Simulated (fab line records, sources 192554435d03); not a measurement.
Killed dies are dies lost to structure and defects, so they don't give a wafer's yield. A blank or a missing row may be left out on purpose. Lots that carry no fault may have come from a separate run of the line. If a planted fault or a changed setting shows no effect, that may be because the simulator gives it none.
Comparing a struck lot with a sound one || flow n5-finfet || 14 out of 1938 route steps
Sound: these wafers, L891.1, L891.2, L891.5. Struck: wafers L884.2, L884.5. (L884.6 of the same lot was not struck and is left out.) The cause comes at the end.
For every step that has rows: the tool of each side, followed by ch and its chambers, followed by its first start. Under that, the readings that differ: sound wafers || struck wafers || difference of the means || sigmas: that difference in standard deviations of wafers without a fault.
alike: readings with means less than 2 such deviations apart, plus words and numbers identical on both sides. not compared: withheld readings, readings lacking a value on some wafer, bounds such as >300 that could conceal the same value, and numbers that have no deviation in the record and whose values overlap.
The two part at a step that has a row with sigmas, a row that says differs or no value, or rows on one side only. Non-overlapping numbers with no deviation appear without sigmas and do not part them. A reading that every wafer of one side lacks parts them only if that side has two wafers or more.

N5_MOL_CONTACT_COAG_CO_FILL_22: material Co, precursor CCTBA/H2, target thk 20 nm.
  sound on cvd-co-01 ch 1,2, day 8 02:45; struck on cvd-co-01 ch 1, day 6 13:30
  alike: heater-power-w
N5_MOL_CONTACT_COAG_ANNEAL_113: time 300 s.
  sound on rtp-anneal-02 ch 0, day 8 03:22; struck on rtp-anneal-01 ch 0, day 6 14:16
{"reading": "lamp-power-pct (%)", "sound": "2.74 2.74 2.74", "struck": "2.42 2.42", "difference": -0.32, "sigmas": -2}
  alike: wafer_temp_C_max
then, 1 step without rows for these wafers: N5_MOL_CONTACT_COAG_PRE_CLEAN_142 (time 60 s).
N5_MOL_CONTACT_COAG_SPUTTER_130: material Co, target thk 47.5 nm.
  sound on pvd-sputter-02, day 8 04:37; struck on pvd-sputter-03, day 6 16:05
  alike: throttle-valve-pct
then, 2 steps without rows for these wafers: N5_MOL_CONTACT_COAG_PRECLEAN_125 (cleans in DIW, time 57.5 s); N5_MOL_CONTACT_COAG_SRD_126 (dry time 32 s).
N5_MOL_CONTACT_COAG_CMP_23: polishes, stops on SiO2, t overpolish 1.5 s, target thk 0 nm.
  sound on cmp-01 ch 0,2,3, day 8 04:48; struck on cmp-03 ch 0,2, day 6 16:23
  alike: motor-current-A, overpolish-run-s, platen-rpm, slurry-flow-ml-min, time-to-endpoint-s
then, 2 steps without rows for these wafers: N5_MOL_CONTACT_COAG_WET_ETCH_26 (target Co, target depth 13 nm); N5_MOL_CONTACT_COAG_WET_ETCH_116 (etches the open film in SC1-inhibited, target depth 4.6 nm, rinse time 30 s).
N5_MOL_CONTACT_COAG_ALD_27: deposits SiOC, target thk 17 nm, pulse time 1.5 s, time 2720 s.
  sound on ald-sin-02 ch 0,1, day 8 05:37; struck on ald-sin-03 ch 0,3, day 6 17:07
  alike: heater-power-w, precursor-pulse-height-rel
N5_MOL_CONTACT_COAG_CMP_28: polishes, stops on SiNx, t overpolish 0.85 s, target thk 14.522 nm.
  sound on cmp-04 ch 1,3, day 8 07:13; struck on cmp-03 ch 0, day 6 18:41
{"reading": "platen-rpm (rpm)", "sound": "51.84 51.85 51.82", "struck": "49.74 49.71", "difference": -2.11, "sigmas": -54}
  alike: motor-current-A, slurry-flow-ml-min, time-to-endpoint-s
N5_MOL_CONTACT_COAG_THK_MEAS_29:
  sound on film-metro-02, day 8 07:29; struck on film-metro-02, day 6 18:59
  alike: MD_CAP_THK
-- a jump in the record: the struck wafers' starts before and after are 3 days apart (it breaks off in module MOL_CONTACT_COAG and resumes in module BEOL_M4, where the first step shown is number 1111 of the route) --
N5_BEOL_M4_RC_MEAS_101:
  sound on prober-02 ch 0, day 11 06:25; struck on prober-02 ch 0, day 10 03:53
{"reading": "DIBL_P (mV/V)", "sound": "38.6 37.0 38.3", "struck": "33.8 34.2", "difference": -4.0, "sigmas": -2}
{"reading": "SS_P (mV/dec)", "sound": "74.4 73.9 74.1", "struck": "72.7 73.0", "difference": -1.3, "sigmas": -2}
  alike: DIBL_N, IOFF_N, IOFF_P, ION_N, ION_P, SS_N, VT_N, VT_P
-- here the record skips 4 days between the struck wafers' starts before and after, leaving off in module BEOL_M4 and picking up in module PASSIVATION (first step shown: number 1936 of the route) --
N5_PASSIVATION_PROBE_49:
  sound on prober-02, day 15 20:25; struck on prober-01, day 14 12:22
  alike: defect-limited-yield, killed_at_M0_to_M3, killed_at_M4_up, killed-at-contacts, killed-at-front-end, killed-at-other, killed-dies, killed-open, killed-short, sort_bin_5_function, sort_bin_6_memory, sort-n-pass, sort-yield-pct

WHERE THEY PART
Last at N5_BEOL_M4_RC_MEAS_101 as far as this record goes, first at N5_MOL_CONTACT_COAG_ANNEAL_113. Later steps at which nothing parts them and some readings are alike: N5_PASSIVATION_PROBE_49.

WHY: whatever the simulator had introduced
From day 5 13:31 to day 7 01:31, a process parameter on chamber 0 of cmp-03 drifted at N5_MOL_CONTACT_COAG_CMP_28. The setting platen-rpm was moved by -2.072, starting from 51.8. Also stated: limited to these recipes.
